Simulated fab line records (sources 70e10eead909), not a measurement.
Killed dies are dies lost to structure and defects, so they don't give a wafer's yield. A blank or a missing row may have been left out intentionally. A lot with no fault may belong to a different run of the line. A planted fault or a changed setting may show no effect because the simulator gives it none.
Which tool did it? + flow nand-harc + 30 wafers from 10 lots sampled at 7 of the route's 1159 steps

## WHAT THE GAUGES SHOWED, per wafer
NHARC_P_M0_CD_MEAS_09 targets a cd of 90 nm. Usual: cd-nm at 89.8 nm, with a standard deviation of 0.56.
| lot  | measured     | on        | cd-nm (nm)     | flag |
|------|--------------|-----------|----------------|------|
| L332 | day 5 19:15  | cd-sem-02 | 89.8 90.0 89.5 |      |
| L334 | day 6 16:46  | cd-sem-02 | 89.7 88.7 89.8 |      |
| L333 | day 6 17:53  | cd-sem-03 | 89.9 90.5 89.2 |      |
| L336 | day 6 19:56  | cd-sem-02 | 89.2 89.8 88.9 |      |
| L337 | day 7 01:59  | cd-sem-03 | 89.1 89.2 88.9 |      |
| L342 | day 8 01:16  | cd-sem-02 | 90.1 89.9 89.0 |      |
| L341 | day 8 03:41  | cd-sem-03 | 89.6 90.0 89.6 |      |
| L343 | day 9 06:46  | cd-sem-01 | 89.6 89.5 89.9 |      |
| L352 | day 10 17:56 | cd-sem-03 | 92.9 92.9 93.6 | OFF  |
| L353 | day 11 01:11 | cd-sem-01 | 92.0 92.5 92.7 | OFF  |

NHARC_P_M0_OVL_MEAS_10: pitch 180 nm. Usual: overlay-x-nm 0.0 nm, standard deviation 1.1; overlay-y-nm 0.0 nm, standard deviation 0.6.
| lot  | measured     | on         | overlay-x-nm (nm) | overlay-y-nm (nm) | flag |
|------|--------------|------------|-------------------|-------------------|------|
| L332 | day 5 19:20  | overlay-01 | 1.3 1.5 2.2       | -0.4 -0.7 -0.4    |      |
| L334 | day 6 16:52  | overlay-02 | 0.6 0.5 0.8       | -0.1 -0.6 -0.1    |      |
| L333 | day 6 17:58  | overlay-01 | 0.2 0.4 0.0       | 0.3 0.8 0.3       |      |
| L336 | day 6 20:01  | overlay-01 | -0.3 -0.3 0.3     | 0.3 0.1 -0.3      |      |
| L337 | day 7 02:04  | overlay-01 | -0.7 -1.0 -0.3    | -0.9 -0.7 -1.1    |      |
| L342 | day 8 01:22  | overlay-02 | 0.2 1.1 1.2       | 0.4 0.7 0.7       |      |
| L341 | day 8 03:47  | overlay-02 | 0.6 0.3 0.4       | 0.7 0.6 0.6       |      |
| L343 | day 9 06:52  | overlay-02 | 0.4 0.7 0.6       | -0.6 -0.4 -0.6    |      |
| L352 | day 10 18:01 | overlay-01 | 10.5 10.0 10.3    | 0.3 0.3 0.2       | OFF  |
| L353 | day 11 01:16 | overlay-02 | 13.1 13.0 12.5    | 0.2 -0.1 0.3      | OFF  |

NHARC_END_SORT_01. Usual: defect-limited-yield 95.6 %, standard deviation 1.7; killed-at-array 27, standard deviation 11; killed-at-other 0.7, standard deviation 0.93; killed-at-periphery 2.9, standard deviation 1.9; killed-dies 30, standard deviation 11; killed-open 3.1, standard deviation 1.7; killed-short 1.9, standard deviation 1.3; sort_bin_2_pct 1.4 %, standard deviation 0.68; sort_bin_3_pct 0.28 %, standard deviation 0.25; sort_bin_4_pct 2.8 %, standard deviation 1.1; sort-n-pass 647, standard deviation 11; sort-rim-yield-pct 95.4 %, standard deviation 2.7; sort-yield-pct 95.6 %, standard deviation 1.7.
| lot  | measured     | on        | defect-limited-yield (%) | killed-at-array | killed-at-other | killed-at-periphery | killed-dies | killed-open | killed-short | sort_bin_2_pct (%) | sort_bin_3_pct (%) | sort_bin_4_pct (%) | sort-n-pass | sort-rim-yield-pct (%) | sort-yield-pct (%) | flag |
|------|--------------|-----------|--------------------------|-----------------|-----------------|---------------------|-------------|-------------|--------------|--------------------|--------------------|--------------------|-------------|------------------------|--------------------|------|
| L332 | day 19 05:02 | prober-02 | 97.9 97.3 96.9           | 11 12 16        | 1 2 0           | 2 4 5               | 14 18 21    | 2 5 5       | 2 3 1        | 0.7 0.9 0.9        | 0 0.15 0.44        | 1.3 1.6 1.8        | 663 659 656 | 97.2 97.2 98.1         | 97.9 97.3 96.9     |      |
| L334 | day 19 12:53 | prober-02 | 96.9 96.2 97.6           | 16 19 13        | 1 3 2           | 4 4 1               | 21 26 16    | 2 5 1       | 1 0 1        | 1.0 1.6 1.0        | 0.44 0 0.30        | 1.6 2.2 1.0        | 656 651 661 | 93.4 99.1 98.1         | 96.9 96.2 97.6     |      |
| L333 | day 19 13:11 | prober-01 | 94.8 93.4 93.6           | 30 38 40        | 1 1 0           | 4 6 3               | 35 45 43    | 2 4 2       | 2 1 2        | 1.2 3.0 2.1        | 0 0.15 0.74        | 4.0 3.5 3.5        | 642 632 634 | 93.4 97.2 94.3         | 94.8 93.4 93.6     |      |
| L336 | day 19 21:45 | prober-01 | 97.9 98.4 97.6           | 11 8 12         | 0 0 0           | 3 3 4               | 14 11 16    | 4 4 5       | 3 1 3        | 0.6 0.7 1.2        | 0.30 0 0           | 1.2 0.9 1.2        | 663 666 661 | 97.2 99.1 98.1         | 97.9 98.4 97.6     |      |
| L337 | day 20 08:32 | prober-01 | 95.3 93.6 95.3           | 28 38 29        | 3 2 0           | 1 3 3               | 32 43 32    | 2 1 4       | 2 4 2        | 0.6 1.6 0.6        | 0.30 0.15 0.89     | 3.8 4.6 3.2        | 645 634 645 | 96.2 91.5 98.1         | 95.3 93.6 95.3     |      |
| L342 | day 21 10:02 | prober-01 | 95.6 96.5 94.5           | 30 24 37        | 0 0 0           | 0 0 0               | 30 24 37    | 3 2 4       | 2 3 4        | 1.0 1.2 1.5        | 0.30 0.15 0        | 3.1 2.2 4.0        | 647 653 640 | 96.2 97.2 98.1         | 95.6 96.5 94.5     |      |
| L341 | day 21 09:38 | prober-02 | 97.2 97.5 97.3           | 16 13 14        | 1 0 1           | 2 4 3               | 19 17 18    | 2 2 5       | 3 2 0        | 1.0 1.2 1.2        | 0.15 0 0           | 1.6 1.3 1.5        | 658 660 659 | 98.1 100.0 95.3        | 97.2 97.5 97.3     |      |
| L343 | day 22 19:01 | prober-01 | 97.2 96.6 95.0           | 16 20 29        | 0 0 0           | 3 3 5               | 19 23 34    | 2 2 5       | 1 4 4        | 0.3 1.8 1.5        | 0.30 0.15 0.30     | 2.2 1.5 3.2        | 658 654 643 | 95.3 95.3 97.2         | 97.2 96.6 95.0     |      |
| L352 | day 24 17:58 | prober-02 | 97.6 96.2 96.6           | 14 22 21        | 1 1 0           | 1 3 2               | 16 26 23    | 3 3 4       | 1 1 2        | 0.4 1.5 0.6        | 0 0.15 0.30        | 1.9 2.2 2.5        | 661 651 654 | 96.2 92.5 92.5         | 97.6 96.2 96.6     |      |
| L353 | day 24 16:22 | prober-01 | 95.3 96.5 94.8           | 25 21 34        | 1 0 0           | 6 3 1               | 32 24 35    | 6 6 4       | 1 1 2        | 0.9 0.7 1.6        | 0.15 0 0.30        | 3.7 2.8 3.2        | 645 653 642 | 91.5 92.5 93.4         | 95.3 96.5 94.8     |      |

## EACH LOT AND THE TOOL THAT RAN IT (in order: tool; ch and the chambers of the sampled wafers; start)
| lot  | NHARC_P_CONTACT_ETCH_31                       | NHARC_P_CONTACT_DEGAS_38     | NHARC_P_CONTACT_CMP_24        | NHARC_P_M0_EXPOSE_06               |
|------|-----------------------------------------------|------------------------------|-------------------------------|------------------------------------|
| L332 | rie-diel-06 ch 0,2, day 5 16:50 or earlier    | pvd-sputter-03, day 5 16:50  | cmp-02 ch 0,3, day 5 17:58    | arfi-scanner-03 ch 0, day 5 19:06  |
| L334 | rie-diel-06 ch 0,1,3, day 6 09:13 or earlier  | pvd-sputter-03, day 6 09:13  | cmp-02 ch 0,1,2, day 6 15:31  | arfi-scanner-02 ch 0, day 6 16:38  |
| L333 | rie-diel-09 ch 0,3, day 6 14:25 or earlier    | pvd-sputter-01, day 6 14:25  | cmp-04 ch 0,1,2, day 6 16:38  | arfi-scanner-01 ch 0, day 6 17:45  |
| L336 | rie-diel-09 ch 0,1,2, day 6 15:02 or earlier  | pvd-sputter-03, day 6 15:02  | cmp-04 ch 0,1,3, day 6 18:35  | arfi-scanner-01 ch 0, day 6 19:48  |
| L337 | rie-diel-09 ch 1,2,3, day 6 23:43 or earlier  | pvd-sputter-02, day 6 23:43  | cmp-01 ch 1,2,3, day 7 00:48  | arfi-scanner-01 ch 0, day 7 01:51  |
| L342 | rie-diel-09 ch 1,3, day 7 20:05 or earlier    | pvd-sputter-03, day 7 20:05  | cmp-02 ch 0,2, day 7 23:58    | arfi-scanner-01 ch 0, day 8 01:08  |
| L341 | rie-diel-09 ch 0,1,3, day 7 21:07 or earlier  | pvd-sputter-02, day 7 21:07  | cmp-04 ch 0,1,3, day 8 02:26  | arfi-scanner-03 ch 0, day 8 03:33  |
| L343 | rie-diel-09 ch 0,1,3, day 9 03:35 or earlier  | pvd-sputter-03, day 9 03:35  | cmp-04 ch 0,1,2, day 9 05:31  | arfi-scanner-02 ch 0, day 9 06:38  |
| L352 | rie-diel-09 ch 0,1,2, day 10 15:31 or earlier | pvd-sputter-03, day 10 15:31 | cmp-04 ch 0,1,2, day 10 16:41 | arfi-scanner-01 ch 0, day 10 17:47 |
| L353 | rie-diel-09 ch 1,2,3, day 10 22:50 or earlier | pvd-sputter-03, day 10 22:50 | cmp-04 ch 1,2,3, day 11 00:02 | arfi-scanner-01 ch 0, day 11 01:02 |
- NHARC_P_CONTACT_ETCH_31: etches the open film in CH3F/O2, target depth 30 nm, time 85.7 s.
- NHARC_P_CONTACT_DEGAS_38: time 60 s.
- NHARC_P_CONTACT_CMP_24: polishes, t overpolish 30 s, target thk 200 nm.
- NHARC_P_M0_EXPOSE_06: exposes mask P M0, target cd 90 nm.

## AS READ BY THE TOOLS THEMSELVES (means over the sampled wafers that have a number; for cases with no such wafer, the mark the record gives instead)
NHARC_P_CONTACT_ETCH_31. Usual: drypump-motor-current-A 5.6 A, standard deviation 0.49; oes-product-au 0.982 a.u., standard deviation 0.012; rf-vpp-V 244.5 V, standard deviation 1.3; showerhead-plenum-p-Torr 2.46 Torr, standard deviation 0.076; throttle-valve-pct 20.662 %, standard deviation 0.0098.
| lot  | tool        | drypump-motor-current-A (A) | oes-product-au (a.u.) | rf-vpp-V (V) | showerhead-plenum-p-Torr (Torr) | throttle-valve-pct (%) | flag |
|------|-------------|-----------------------------|-----------------------|--------------|---------------------------------|------------------------|------|
| L332 | rie-diel-06 | 5.3                         | 0.983                 | 244.6        | 2.45                            | 20.668                 |      |
| L334 | rie-diel-06 | 6.0                         | 0.994                 | 244.0        | 2.42                            | 20.657                 |      |
| L333 | rie-diel-09 | 5.3                         | 0.981                 | 245.1        | 2.52                            | 20.657                 |      |
| L336 | rie-diel-09 | 5.6                         | 0.970                 | 244.5        | 2.49                            | 20.677                 |      |
| L337 | rie-diel-09 | 5.7                         | 0.985                 | 244.2        | 2.45                            | 20.668                 |      |
| L342 | rie-diel-09 | 5.3                         | 0.961                 | 244.3        | 2.49                            | 20.663                 |      |
| L341 | rie-diel-09 | 5.2                         | 0.991                 | 245.3        | 2.53                            | 20.666                 |      |
| L343 | rie-diel-09 | 5.2                         | 0.985                 | 244.7        | 2.53                            | 20.660                 |      |
| L352 | rie-diel-09 | 5.6                         | 0.989                 | 245.3        | 2.49                            | 20.656                 |      |
| L353 | rie-diel-09 | 5.7                         | 0.987                 | 244.9        | 2.45                            | 20.670                 |      |

NHARC_P_CONTACT_DEGAS_38. Usual: heater-power-w at 465 W, with a standard deviation of 36.
| lot  | tool           | heater-power-w (W) | flag |
|------|----------------|--------------------|------|
| L332 | pvd-sputter-03 | 472                |      |
| L334 | pvd-sputter-03 | 477                |      |
| L333 | pvd-sputter-01 | 516                |      |
| L336 | pvd-sputter-03 | 469                |      |
| L337 | pvd-sputter-02 | 458                |      |
| L342 | pvd-sputter-03 | 435                |      |
| L341 | pvd-sputter-02 | 486                |      |
| L343 | pvd-sputter-03 | 463                |      |
| L352 | pvd-sputter-03 | 478                |      |
| L353 | pvd-sputter-03 | 453                |      |

NHARC_P_CONTACT_CMP_24. Usual: motor-current-A 12.2 A, standard deviation 1.4; overpolish-run-s 29.999 s, standard deviation 0.0089; time-to-endpoint-s 41.2 s, standard deviation 2.5.
| lot  | tool   | motor-current-A (A) | overpolish-run-s (s) | time-to-endpoint-s (s) | flag |
|------|--------|---------------------|----------------------|------------------------|------|
| L332 | cmp-02 | 12.1                | 30.006               | 42.8                   |      |
| L334 | cmp-02 | 13.2                | 30.000               | 44.1                   |      |
| L333 | cmp-04 | 12.2                | 30.013               | 37.7                   |      |
| L336 | cmp-04 | 12.1                | 30.002               | 40.6                   |      |
| L337 | cmp-01 | 11.6                | 29.994               | 37.8                   |      |
| L342 | cmp-02 | 12.9                | 29.993               | 44.1                   |      |
| L341 | cmp-04 | 12.1                | 30.000               | 40.6                   |      |
| L343 | cmp-04 | 12.1                | 29.992               | 41.5                   |      |
| L352 | cmp-04 | 12.4                | 30.000               | 39.9                   |      |
| L353 | cmp-04 | 11.8                | 29.995               | 41.8                   |      |

NHARC_P_M0_EXPOSE_06. Usual: exposure-dose-mJ-cm2 81.21, standard deviation 0.091; focus-offset-nm -0.1 nm, standard deviation 0.57.
| lot  | tool            | exposure-dose-mJ-cm2 | focus-offset-nm (nm) | flag |
|------|-----------------|----------------------|----------------------|------|
| L332 | arfi-scanner-03 | 81.17                | 0.4                  |      |
| L334 | arfi-scanner-02 | 81.25                | 0.0                  |      |
| L333 | arfi-scanner-01 | 81.25                | -0.3                 |      |
| L336 | arfi-scanner-01 | 81.14                | -0.6                 |      |
| L337 | arfi-scanner-01 | 81.14                | 0.2                  |      |
| L342 | arfi-scanner-01 | 81.12                | -1.2                 |      |
| L341 | arfi-scanner-03 | 81.15                | 0.1                  |      |
| L343 | arfi-scanner-02 | 81.27                | 0.0                  |      |
| L352 | arfi-scanner-01 | 85.07                | 0.7                  | OFF  |
| L353 | arfi-scanner-01 | 84.31                | -1.0                 | OFF  |

## THE ANSWER, worked out from the rows above alone
Rule: lot off if the mean of its wafers having a number is beyond 3 standard deviations from the usual mean. A lot without any number at a reading at which 4 lots or more have one is off too. The other lots that the step has rows for count as sound. The gauges are gone through in route order, then the tools' own readings, and for those a lot's mean is taken as printed above. At the first step where some lot is off, the reading lying furthest off is the one used; lots without a number count as furthest.
Off at NHARC_P_M0_CD_MEAS_09 (cd-nm): L352, L353.
If a tool, at a process step before that reading, ran all the lots that are off and no sound lot after the first of them, it fits. The gauges at NHARC_P_M0_CD_MEAS_09 aren't tried: what is off there is off at NHARC_P_M0_OVL_MEAS_10 too, on other tools, and a gauge's error can't cause that. NHARC_P_CONTACT_ETCH_31 gives no start for some lots, so the hours and the order of its lots are those of NHARC_P_CONTACT_DEGAS_38. Can't be told from this: 4 tools fit, rie-diel-09 at NHARC_P_CONTACT_ETCH_31, pvd-sputter-03 at NHARC_P_CONTACT_DEGAS_38, cmp-04 at NHARC_P_CONTACT_CMP_24, arfi-scanner-01 at NHARC_P_M0_EXPOSE_06.

## WHAT THE SIMULATOR PUT IN
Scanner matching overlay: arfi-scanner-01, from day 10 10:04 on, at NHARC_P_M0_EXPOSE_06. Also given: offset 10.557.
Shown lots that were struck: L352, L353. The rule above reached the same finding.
